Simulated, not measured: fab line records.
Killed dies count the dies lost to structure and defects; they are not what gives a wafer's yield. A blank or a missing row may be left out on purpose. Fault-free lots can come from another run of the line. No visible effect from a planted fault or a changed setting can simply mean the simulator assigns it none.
Chamber matching -- flow nandHarc -- NHARC_A_ZERO_WELL_DESCUM_12 on rieDiel-10: 4 sister chambers
The step chemistry O2, time 3 s. 8 wafers are shown with their chamber, then 11 later ones without.

== EACH WAFER AND ITS CHAMBER ==
wafer,chamber,oesProductAu (a.u.),rfVppV (V)
L209.1,3,0.998,58.2
L210.1,3,1.001,58.1
L210.4,1,1.003,58.3
L210.6,0,1.008,58.2
L211.1,0,1.024,57.9
L211.4,2,1.005,57.9
L211.6,1,0.998,58.0
L212.1,2,1.017,59.5

== WAFERS WHOSE CHAMBER IS MISSING ==
wafer,oesProductAu (a.u.),rfVppV (V)
L212.5,0.999,57.4
L212.6,0.998,59.3
L217.2,0.984,59.3
L217.3,0.997,58.5
L217.5,1.004,57.6
L218.1,0.991,58.2
L218.2,1.003,58.9
L218.6,0.989,59.5
L224.2,1.002,57.2
L224.5,1.004,58.4
L224.6,1.002,57.5

== WHICH CHAMBER EACH ONE RAN IN ==
wafer,from the rows above,in truth
L212.5,can't be placed: 3 or 1 or 0 or 2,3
L212.6,can't be placed: 3 or 1 or 2 or 0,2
L217.2,can't be placed: 3 or 1 or 2 or 0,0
L217.3,can't be placed: 3 or 1 or 2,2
L217.5,can't be placed: 1 or 3 or 0 or 2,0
L218.1,can't be placed: 3 or 1 or 2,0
L218.2,can't be placed: 2 or 1 or 3 or 0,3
L218.6,can't be placed: 3 or 1 or 2 or 0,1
L224.2,can't be placed: 1 or 3 or 0 or 2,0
L224.5,can't be placed: 1 or 3 or 2 or 0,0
L224.6,can't be placed: 1 or 3 or 0 or 2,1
0 of 11 placed correctly. From these rows, 11 cannot be placed; in 10 the true chamber is one of the candidates. Wrongly placed: 0.
How it was worked out, from the rows above alone: a wafer's distance from a chamber is the root of the sum, over the readings, of the square of ((its reading less the chamber's mean) divided by the reading's scatter). The wafer belongs to the nearest chamber; if the next one is less than 2 further off, it can't be placed. The mean given for a chamber averages the wafers shown for that chamber. The scatter is the square root of a quotient: the sum, over the shown wafers, of each reading's squared deviation from its chamber's mean, divided by wafers minus chambers.
